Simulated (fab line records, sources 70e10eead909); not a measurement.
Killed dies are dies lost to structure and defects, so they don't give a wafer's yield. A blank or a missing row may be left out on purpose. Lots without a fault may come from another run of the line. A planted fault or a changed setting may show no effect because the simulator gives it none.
A struck lot beside a sound one | flow nand_harc | 14 steps out of a route of 1159
Sound: wafers L118.1, L118.2, L118.6. Struck: wafers L130.2, L130.3, L130.4. The cause comes at the end.
At each step with rows: each side's tool, then ch and its chambers, then its first start. Under that, the readings that differ: sound wafers | struck wafers | difference of the means | sigmas: that difference in standard deviations of wafers without a fault.
alike: readings whose means differ by less than 2 such deviations, and words and numbers that are the same on both sides. not compared: withheld readings, readings that some wafer has no value for, bounds like >300 that may hide the same value, and numbers for which the record gives no deviation and whose values overlap.
The two part at a step that has a row with sigmas, a row that says differs or no value, or rows on one side only. Numbers that don't overlap but have no deviation are shown without sigmas and don't part them. A reading that every wafer of one side lacks parts them only if that side has two wafers or more.

first, 1 step without rows for these wafers: NHARC_A_BLC_DESCUM_15 (chemistry O2, time 3 s).
NHARC_A_BLC_ETCH_16: etches the open film in CF4, target depth 39 nm, time 65 s.
  sound on rie_diel-05 ch 0,1,3, day 17 18:57; struck on rie_diel-12 ch 1,2, day 20 03:30
  alike: drypump_motor_current_A, mfc_ar_sccm, oes_product_au, rf_vpp_V, showerhead_plenum_p_Torr, throttle_valve_pct
  not compared: rf_hours_counter_h
NHARC_A_BLC_ETCH_17: etches the open film in N2/H2, target depth 390 nm, time 609.38 s.
  sound on rie_diel-05 ch 0,1,3; struck on rie_diel-12 ch 1,2,3
  alike: drypump_motor_current_A, mfc_ar_sccm, oes_product_au, rf_vpp_V, showerhead_plenum_p_Torr, throttle_valve_pct
  not compared: rf_hours_counter_h
NHARC_A_BLC_ETCH_18: etches the open film in C4F8/O2/Ar, target depth 910 nm.
  sound on rie_diel-05 ch 0,3; struck on rie_diel-12 ch 2,3
  alike: oes_product_au, rf_vpp_V
  not compared: rf_hours_counter_h
NHARC_A_BLC_CD_MEAS_19:
  sound on cd_sem-02, day 17 19:59; struck on cd_sem-03, day 20 04:33
  alike: cd_nm
then, 1 step without rows for these wafers: NHARC_A_BLC_STRIP_29 (strips in CF4).
NHARC_A_BLC_STRIP_21: strips in O2.
  sound on rie_diel-12 ch 0,1,3, day 17 20:10; struck on rie_diel-05 ch 0,1,3, day 20 04:44
  alike: drypump_motor_current_A, mfc_ar_sccm, oes_product_au, rf_vpp_V, showerhead_plenum_p_Torr, throttle_valve_pct
  not compared: rf_hours_counter_h
then, 3 steps without rows for these wafers: NHARC_A_BLC_STRIP_22 (strips in post etch residue remover, time 600 s); NHARC_A_BLC_DEGAS_30 (time 60 s); NHARC_A_BLC_PRE_CLEAN_31 (time 15 s).
NHARC_A_BLC_PVD_32: deposits Ti, target thk 5 nm, time 17.7 s.
  sound on pvd_sputter-01; struck on pvd_sputter-02
  alike: chamber_pressure_pa, throttle_valve_pct
then, 1 step without rows for these wafers: NHARC_A_BLC_ALD_23 (deposits TiN, target thk 3 nm, pulse time 1 s, ald cycles 150).
NHARC_A_BLC_CVD_24: deposits W, target thk 150 nm, time 434 s.
  sound on cvd_w-02 ch 0,1, day 17 21:02; struck on cvd_w-02 ch 0,1, day 20 12:38
  alike: heater_power_w, mfc_ar_sccm, throttle_valve_pct
NHARC_A_BLC_CMP_25: polishes, t overpolish 30 s, target thk 150 nm.
  sound on cmp-04 ch 1,3, day 17 21:35; struck on cmp-03 ch 0,1,3, day 20 13:11
  reading                | sound    | struck   | difference | sigmas
  time_to_endpoint_s (s) | 37 34 36 | 53 60 60 | +22        | +6
  alike: motor_current_A, overpolish_run_s

WHERE THEY PART
Only at NHARC_A_BLC_CMP_25, within this record.

WHY: what the simulator had put in
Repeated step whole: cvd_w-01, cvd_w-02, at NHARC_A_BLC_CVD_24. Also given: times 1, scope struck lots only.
